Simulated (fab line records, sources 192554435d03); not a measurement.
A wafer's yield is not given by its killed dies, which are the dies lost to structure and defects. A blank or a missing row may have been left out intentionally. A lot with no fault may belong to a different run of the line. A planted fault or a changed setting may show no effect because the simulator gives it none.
The tool behind it: which one? | flow n5-finfet | 9 lots with 27 wafers sampled at 6 steps, on a route of 1938 steps

WHAT THE GAUGES SHOWED, per wafer
N5_BEOL_M4_RC_MEAS_101. Usual: DIBL_N 36.0 mV/V, standard deviation 1.9; DIBL_P 35.6 mV/V, standard deviation 2.2; IOFF_N 0.15 nA/um, standard deviation 0.031; IOFF_P 0.19 nA/um, standard deviation 0.032; ION_N 668 uA/um, standard deviation 11; ION_P 455 uA/um, standard deviation 7.2; SS_N 71.5 mV/dec, standard deviation 0.65; SS_P 73.4 mV/dec, standard deviation 0.64; VT_N 251 mV, standard deviation 3.6; VT_P -253 mV, standard deviation 3.3.
lot  | measured     | on        | DIBL_N (mV/V)  | DIBL_P (mV/V)  | IOFF_N (nA/um) | IOFF_P (nA/um) | ION_N (uA/um) | ION_P (uA/um) | SS_N (mV/dec)  | SS_P (mV/dec)  | VT_N (mV)   | VT_P (mV)      | flag
L382 | day 9 06:52  | prober-01 | 34.8 36.2 36.5 | 34.5 35.2 35.6 | 0.13 0.15 0.15 | 0.17 0.17 0.17 | 647 663 655   | 445 453 441   | 71.1 70.9 71.8 | 72.7 72.5 73.5 | 252 254 251 | -253 -253 -254 |
L384 | day 9 23:53  | prober-01 | 34.7 40.0 37.7 | 34.5 38.0 36.0 | 0.14 0.23 0.18 | 0.19 0.25 0.22 | 665 681 669   | 458 457 465   | 70.7 72.7 71.5 | 72.5 74.4 74.2 | 252 249 249 | -251 -250 -251 |
L385 | day 11 01:40 | prober-02 | 33.2 38.8 34.7 | 32.0 39.7 34.8 | 0.11 0.21 0.13 | 0.14 0.25 0.18 | 649 672 658   | 441 453 454   | 72.3 73.0 71.3 | 71.9 73.9 73.4 | 260 246 255 | -256 -249 -252 |
L386 | day 11 01:13 | prober-01 | 37.8 38.2 36.1 | 38.5 39.4 37.7 | 0.18 0.19 0.16 | 0.21 0.23 0.21 | 682 678 677   | 457 459 466   | 72.4 72.5 71.5 | 73.8 73.5 73.6 | 249 249 248 | -252 -253 -252 |
L390 | day 13 00:28 | prober-01 | 33.1 33.8 32.3 | 33.0 33.7 31.0 | 0.11 0.12 0.10 | 0.17 0.17 0.14 | 663 661 658   | 455 454 449   | 70.5 71.3 70.5 | 72.5 73.3 73.1 | 251 250 255 | -254 -253 -256 |
L394 | day 13 09:55 | prober-02 | 38.4 37.1 35.3 | 38.4 36.7 34.2 | 0.19 0.15 0.12 | 0.22 0.20 0.16 | 677 670 670   | 462 460 461   | 70.7 71.2 70.6 | 74.3 72.8 72.8 | 246 252 252 | -246 -250 -255 |
L395 | day 13 17:46 | prober-01 | 36.3 35.7 36.9 | 38.5 36.3 38.1 | 0.16 0.16 0.18 | 0.21 0.17 0.20 | 666 666 668   | 458 445 458   | 71.4 72.0 72.0 | 73.7 73.4 73.8 | 248 249 251 | -253 -258 -256 |

WHICH TOOL RAN EACH LOT (tool, then ch and the chambers of the sampled wafers, then the start)
lot  | N5_BEOL_M0_ETCH_138                | N5_BEOL_M0_STRIP_104               | N5_BEOL_M0_DEGAS_112         | N5_BEOL_M0_ALD_136                  | N5_BEOL_M0_CMP_120
L382 | rie-diel-06 ch 2,3, day 6 07:48    | rie-diel-06 ch 1,3, day 6 09:36    | pvd-sputter-02, day 6 10:55  | ald-metal-01 ch 1,3, day 6 11:03    | cmp-03 ch 2,3, day 6 13:49
L384 | rie-diel-04 ch 0,1, day 6 17:31    | rie-diel-01 ch 1,3, day 6 19:34    | pvd-sputter-03, day 6 20:53  | ald-metal-04 ch 0,2,3, day 6 21:08  | cmp-01 ch 1,2, day 6 22:28
L385 | rie-diel-04 ch 0,1,2, day 6 23:25  | rie-diel-01 ch 0,1,3, day 7 07:51  | pvd-sputter-01, day 7 08:31  | ald-metal-04 ch 0,1,2, day 7 08:38  | cmp-03 ch 0,1,2, day 7 09:59
L386 | rie-diel-04 ch 0,2, day 7 06:04    | rie-diel-04 ch 1,2, day 7 07:52    | pvd-sputter-01, day 7 08:46  | ald-metal-02 ch 1,2,3, day 7 08:55  | cmp-01 ch 0,2,3, day 7 12:22
L390 | rie-diel-06 ch 0,2, day 8 13:50    | rie-diel-06 ch 0,1,2, day 8 15:34  | pvd-sputter-01, day 8 16:49  | ald-metal-02 ch 1,2, day 8 17:03    | cmp-04 ch 0,1,3, day 8 21:09
L394 | rie-diel-06 ch 0,1, day 9 12:40    | rie-diel-01 ch 0,2,3, day 9 22:06  | pvd-sputter-03, day 9 22:45  | ald-metal-01 ch 0,1,2, day 9 22:51  | cmp-04 ch 0,3, day 10 00:11
L395 | rie-diel-06 ch 1,3, day 9 17:13    | rie-diel-04 ch 2,3, day 9 22:46    | pvd-sputter-03, day 9 23:49  | ald-metal-01 ch 0,1,2, day 9 23:55  | cmp-04 ch 0,2,3, day 10 01:14
L401 | rie-diel-04 ch 1,2, day 10 21:31   | rie-diel-01 ch 0,2,3, day 10 22:23 | pvd-sputter-03, day 11 00:11 | ald-metal-02 ch 1,3, day 11 00:17   | cmp-01 ch 0,2,3, day 11 01:52
L402 | rie-diel-01 ch 0,1,2, day 11 03:52 | rie-diel-06 ch 0,2,3, day 11 05:55 | pvd-sputter-02, day 11 06:31 | ald-metal-02 ch 0,1,3, day 11 06:40 | cmp-03 ch 1,2,3, day 11 09:23
- N5_BEOL_M0_ETCH_138: etches SiCN in CH3F/O2, target depth 12 nm, time 31.6 s.
- N5_BEOL_M0_STRIP_104: strips in N2/H2.
- N5_BEOL_M0_DEGAS_112: time 60 s.
- N5_BEOL_M0_ALD_136: deposits TaN, pulse time 2 s, purge time 3 s, co reactant purge time 2 s.
- N5_BEOL_M0_CMP_120: polishes, stops on SiOC, t overpolish 6.9 s.

AS READ BY THE TOOLS THEMSELVES (means over the sampled wafers that have a number; for cases with no such wafer, the mark the record gives instead)
N5_BEOL_M0_ETCH_138. Usual: drypump-motor-current-A 5.7 A, standard deviation 0.38; etch-rf-on-time-s 29.6 s, standard deviation 0.87; oes-product-au 0.69 a.u., standard deviation 0.084; rf-vpp-V 298.2 V, standard deviation 1.2; showerhead-plenum-p-Torr 2.04 Torr, standard deviation 0.05; throttle-valve-pct 16.2 %, standard deviation 0.35.
lot  | tool        | drypump-motor-current-A (A) | etch-rf-on-time-s (s) | oes-product-au (a.u.) | rf-vpp-V (V) | showerhead-plenum-p-Torr (Torr) | throttle-valve-pct (%) | flag
L382 | rie-diel-06 | 5.4                         | 29.5                  | 0.59                  | 297.4        | 2.01                            | 16.2                   |
L384 | rie-diel-04 | 6.2                         | 29.2                  | 0.70                  | 298.6        | 2.08                            | 16.4                   |
L385 | rie-diel-04 | 6.1                         | 29.0                  | 0.70                  | 299.0        | 2.04                            | 16.3                   |
L386 | rie-diel-04 | 6.0                         | 28.7                  | 0.69                  | 297.7        | 2.01                            | 16.2                   |
L390 | rie-diel-06 | 5.5                         | 29.9                  | 0.66                  | 299.1        | 2.04                            | 16.0                   |
L394 | rie-diel-06 | 5.3                         | 29.9                  | 0.77                  | 297.7        | 2.02                            | 15.9                   |
L395 | rie-diel-06 | 5.1                         | 30.7                  | 0.63                  | 296.1        | 1.94                            | 16.4                   |
L401 | rie-diel-04 | 6.0                         | 28.7                  | 0.61                  | 296.9        | 2.01                            | 16.6                   |
L402 | rie-diel-01 | 5.7                         | 30.1                  | 0.67                  | 298.5        | 2.09                            | 16.1                   |

N5_BEOL_M0_STRIP_104. Usual: drypump-motor-current-A 5.6 A, standard deviation 0.36; h2-flow-sccm 200.0 sccm, standard deviation 0.62; oes-product-au 0.82 a.u., standard deviation 0.095; rf-vpp-V 59.3 V, standard deviation 1.6; showerhead-plenum-p-Torr 2.60 Torr, standard deviation 0.075; throttle-valve-pct 23.34 %, standard deviation 0.29.
lot  | tool        | drypump-motor-current-A (A) | h2-flow-sccm (sccm) | oes-product-au (a.u.) | rf-vpp-V (V) | showerhead-plenum-p-Torr (Torr) | throttle-valve-pct (%) | flag
L382 | rie-diel-06 | 5.1                         | 200.0               | 0.76                  | 59.6         | 2.46                            | 23.34                  |
L384 | rie-diel-01 | 5.3                         | 200.5               | 0.84                  | 58.5         | 2.59                            | 23.41                  |
L385 | rie-diel-01 | 5.5                         | 200.1               | 0.86                  | 59.1         | 2.63                            | 23.34                  |
L386 | rie-diel-04 | 6.1                         | 200.3               | 0.73                  | 59.5         | 2.59                            | 23.79                  |
L390 | rie-diel-06 | 5.5                         | 200.2               | 0.83                  | 59.1         | 2.58                            | 23.28                  |
L394 | rie-diel-01 | 5.7                         | 199.8               | 0.86                  | 60.5         | 2.65                            | 23.23                  |
L395 | rie-diel-04 | 5.7                         | 199.9               | 0.83                  | 59.9         | 2.55                            | 23.24                  |
L401 | rie-diel-01 | 5.7                         | 200.4               | 0.85                  | 59.3         | 2.65                            | 23.22                  |
L402 | rie-diel-06 | 5.3                         | 199.4               | 0.83                  | 61.0         | 2.52                            | 23.11                  |

N5_BEOL_M0_DEGAS_112. Usual: heater-power-w at 337 W, with a standard deviation of 34.
lot  | tool           | heater-power-w (W) | flag
L382 | pvd-sputter-02 | 339                |
L384 | pvd-sputter-03 | 341                |
L385 | pvd-sputter-01 | 322                |
L386 | pvd-sputter-01 | 316                |
L390 | pvd-sputter-01 | 320                |
L394 | pvd-sputter-03 | 347                |
L395 | pvd-sputter-03 | 338                |
L401 | pvd-sputter-03 | 341                |
L402 | pvd-sputter-02 | 344                |

N5_BEOL_M0_ALD_136. Usual: chamber-pressure-Torr 3.001 Torr, standard deviation 0.0063; heater-power-w 414 W, standard deviation 43.
lot  | tool         | chamber-pressure-Torr (Torr) | heater-power-w (W) | flag
L382 | ald-metal-01 | 3.000                        | 406                |
L384 | ald-metal-04 | 3.002                        | 407                |
L385 | ald-metal-04 | 3.001                        | 413                |
L386 | ald-metal-02 | 3.005                        | 415                |
L390 | ald-metal-02 | 2.995                        | 391                |
L394 | ald-metal-01 | 3.004                        | 385                |
L395 | ald-metal-01 | 3.005                        | 387                |
L401 | ald-metal-02 | -                            | -                  | OFF
L402 | ald-metal-02 | -                            | -                  | OFF

N5_BEOL_M0_CMP_120. Usual: barrier-field-endpoint-s 3.67 s, standard deviation 0.13; motor-current-A 6.0 A, standard deviation 0.41; pad-life-wafers 1295, standard deviation 630.
lot  | tool   | barrier-field-endpoint-s (s) | motor-current-A (A) | pad-life-wafers | flag
L382 | cmp-03 | 3.62                         | 6.3                 | 1274            |
L384 | cmp-01 | 3.71                         | 5.7                 | 1658            |
L385 | cmp-03 | 3.73                         | 6.2                 | 1375            |
L386 | cmp-01 | 3.48                         | 6.1                 | 1790            |
L390 | cmp-04 | 3.71                         | 5.5                 | 956             |
L394 | cmp-04 | 3.81                         | 5.9                 | 1184            |
L395 | cmp-04 | 3.77                         | 5.9                 | 1190            |
L401 | cmp-01 | 2.00                         | 5.9                 | 446             | OFF
L402 | cmp-03 | 1.94                         | 6.0                 | 55              | OFF

THE ANSWER, worked out from the rows above alone
Rule: a lot is off if the mean of its wafers that have a number lies more than 3 standard deviations from the usual mean. A lot without any number at a reading at which 4 lots or more have one is off too. Where the step has rows for the other lots, those lots are counted as sound. First the gauges in route order, then the tools' own readings, where a lot's mean is used as printed above. At the first step where some lot is off, the reading lying furthest off is the one used; lots without a number count as furthest.
Off, at N5_BEOL_M0_ALD_136 on chamber-pressure-Torr: L401, L402. Without a number there: L401, L402.
A tool fits if, at that step or a process step before it, it ran every lot that is off, and no sound lot after the first of them. One fits: N5_BEOL_M0_ALD_136 on ald-metal-02. A fault onset in the window from L390 (day 8 17:03, its last sound lot) to L401 (day 11 00:17, its first lot off) fits.
Blank at N5_BEOL_M0_ALD_136 on the lots that are off, where sound lots have numbers: chamber-pressure-Torr, heater-power-w.

WHAT THE SIMULATOR PUT IN
Skipped step whole: ald-metal-02, from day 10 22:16 on, at N5_BEOL_M0_ALD_136. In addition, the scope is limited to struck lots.
Shown lots that were struck: L401, L402. This agrees with what the rule above found.
